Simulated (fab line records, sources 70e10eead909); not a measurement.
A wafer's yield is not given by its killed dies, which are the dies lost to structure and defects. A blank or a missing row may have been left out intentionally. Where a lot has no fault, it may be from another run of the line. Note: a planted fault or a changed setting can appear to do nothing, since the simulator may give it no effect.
Which of the tools did it? :: flow nandHarc :: 7 lots with 21 wafers sampled at 3 steps, on a route of 1302 steps

## WHAT THE GAUGES SHOWED, per wafer
NHARC_A_ONON_D1_THK_MEAS_21: measures by ellipsometry.
lot: L943
measured: day 7 09:14
on: filmMetro-02
thkNm (nm): 1001 998 999

lot: L946
measured: day 8 02:22
on: filmMetro-02
thkNm (nm): 1000 1000 999

lot: L948
measured: day 9 12:32
on: filmMetro-02
thkNm (nm): 1009 1011 1010

lot: L950
measured: day 10 11:42
on: filmMetro-02
thkNm (nm): 1005 1004 1004

lot: L959
measured: day 14 00:17
on: filmMetro-02
thkNm (nm): 1597 1595 1010

lot: L963
measured: day 15 14:59
on: filmMetro-01
thkNm (nm): 1016 1013 1014

lot: L966
measured: day 16 13:44
on: filmMetro-01
thkNm (nm): 999 998 998

## TOOL THAT RAN EACH LOT (tool first, then ch and the chambers of the sampled wafers, then the start)
lot: L943
NHARC_A_ZERO_WELL_ETCH_13: rieSi-04 ch 0,2,3, day 6 01:20
NHARC_A_ONON_D1_DEP_19: pecvdOnon-01 ch 0, day 7 08:50

lot: L946
NHARC_A_ZERO_WELL_ETCH_13: rieSi-03 ch 2,3, day 6 18:38
NHARC_A_ONON_D1_DEP_19: pecvdOnon-01 ch 0, day 8 01:58

lot: L948
NHARC_A_ZERO_WELL_ETCH_13: rieSi-04 ch 0,3, day 8 03:36
NHARC_A_ONON_D1_DEP_19: pecvdOnon-02 ch 0, day 9 12:01

lot: L950
NHARC_A_ZERO_WELL_ETCH_13: rieSi-03 ch 0,1, day 9 00:12
NHARC_A_ONON_D1_DEP_19: pecvdOnon-03 ch 0, day 10 11:11

lot: L959
NHARC_A_ZERO_WELL_ETCH_13: rieSi-03 ch 0,1,3, day 12 10:15
NHARC_A_ONON_D1_DEP_19: pecvdOnon-02 ch 0, day 13 23:46

lot: L963
NHARC_A_ZERO_WELL_ETCH_13: rieSi-01 ch 0,1,3, day 14 06:10
NHARC_A_ONON_D1_DEP_19: pecvdOnon-01 ch 0, day 15 14:29

lot: L966
NHARC_A_ZERO_WELL_ETCH_13: rieSi-01 ch 2,3, day 15 05:13
NHARC_A_ONON_D1_DEP_19: pecvdOnon-01 ch 0, day 16 13:14
- NHARC_A_ZERO_WELL_ETCH_13: etches the open film in HBr/Cl2, target depth 120 nm, time 40.1 s.
- NHARC_A_ONON_D1_DEP_19: target thk 1000 nm.

## THE ANSWER, worked out from the rows above alone
Rule: what is usual is taken from the lots themselves. The widest of any qualifying gaps counts: lots, ordered by their means at a reading, are off when they make up no more than a third of the lots, leave a main group of 4 or more, and stand apart from it by 3 or more times the standard deviation of that group's means. Not used: any main group whose means are identical at the precision the tables above print for the reading. A lot without any number at a reading at which 4 lots or more have one is off too. All remaining lots with rows at the step are treated as sound.
Off: L959, at NHARC_A_ONON_D1_THK_MEAS_21 (thkNm). Main group: mean 1004 nm, sd 6.
A tool fits if, at a process step before that reading, it ran every lot that is off, and no sound lot after the first of them. Gauges at NHARC_A_ONON_D1_THK_MEAS_21: tried the same way as those tools. Can't be told from this: 3 tools fit, rieSi-03 at NHARC_A_ZERO_WELL_ETCH_13, pecvdOnon-02 at NHARC_A_ONON_D1_DEP_19, filmMetro-02 at NHARC_A_ONON_D1_THK_MEAS_21.

## WHAT THE SIMULATOR HAD PUT IN
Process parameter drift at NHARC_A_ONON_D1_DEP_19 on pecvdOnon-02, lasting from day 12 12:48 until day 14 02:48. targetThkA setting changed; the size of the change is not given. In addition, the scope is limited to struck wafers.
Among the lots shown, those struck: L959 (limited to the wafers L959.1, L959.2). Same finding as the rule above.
